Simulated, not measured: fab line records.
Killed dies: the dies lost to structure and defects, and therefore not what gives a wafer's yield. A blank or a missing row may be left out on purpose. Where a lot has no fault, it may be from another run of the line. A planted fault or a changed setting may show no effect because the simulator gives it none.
Matching of chambers	flow nand harc	3 sister chambers for NHARC_P_BONDPAD_DEP_00 on pecvd-04
The step deposits SiCN, target thk 250 nm. 18 wafers are shown with their chamber, then 9 later ones without.

== WAFERS PAIRED WITH THEIR CHAMBERS ==
wafer	chamber	heater power w (W)
L077.2	2	488
L077.3	0	708
L077.4	1	617
L078.1	1	608
L078.2	0	684
L078.6	1	615
L080.1	1	545
L080.2	2	573
L080.4	2	470
L083.2	1	583
L083.3	2	566
L083.4	0	667
L084.1	0	568
L084.2	2	530
L084.6	2	549
L086.2	0	621
L086.4	2	541
L086.6	1	593

SIGNATURES (means of the wafers above)
reading	chamber 0	chamber 1	chamber 2	scatter within a chamber
heater power w	649.60	593.50	531.00	40.9
Rule: a wafer lies at a distance from a chamber equal to the root of the sum of squares, over the readings, of (its reading less the chamber's mean, divided by the reading's scatter). If the next closest chamber is less than 2 further off than the closest, the wafer can't be placed; otherwise it belongs to the closest. The scatter: take each reading less its chamber's mean, square it, sum over the shown wafers, divide by the number of wafers less the number of chambers, and take the root.

== WAFERS MISSING THEIR CHAMBER ==
wafer	heater power w (W)
L093.2	553
L093.4	478
L093.6	558
L093.1	678
L093.3	583
L093.5	666
L096.1	655
L096.5	612
L096.6	679

== WHICH CHAMBER EACH ONE RAN IN ==
wafer	from the rows above	in truth
L093.2	can't be placed: 2 or 1 or 0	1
L093.4	can't be placed: 2 or 1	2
L093.6	can't be placed: 2 or 1 or 0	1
L093.1	can't be placed: 0 or 1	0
L093.3	can't be placed: 1 or 2 or 0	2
L093.5	can't be placed: 0 or 1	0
L096.1	can't be placed: 0 or 1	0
L096.5	can't be placed: 1 or 0 or 2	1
L096.6	can't be placed: 0 or 1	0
Correctly placed: 0 of 9. Cannot be placed on the basis of these rows: 9; the candidates contain the true chamber in 9. Placed wrongly: 0.
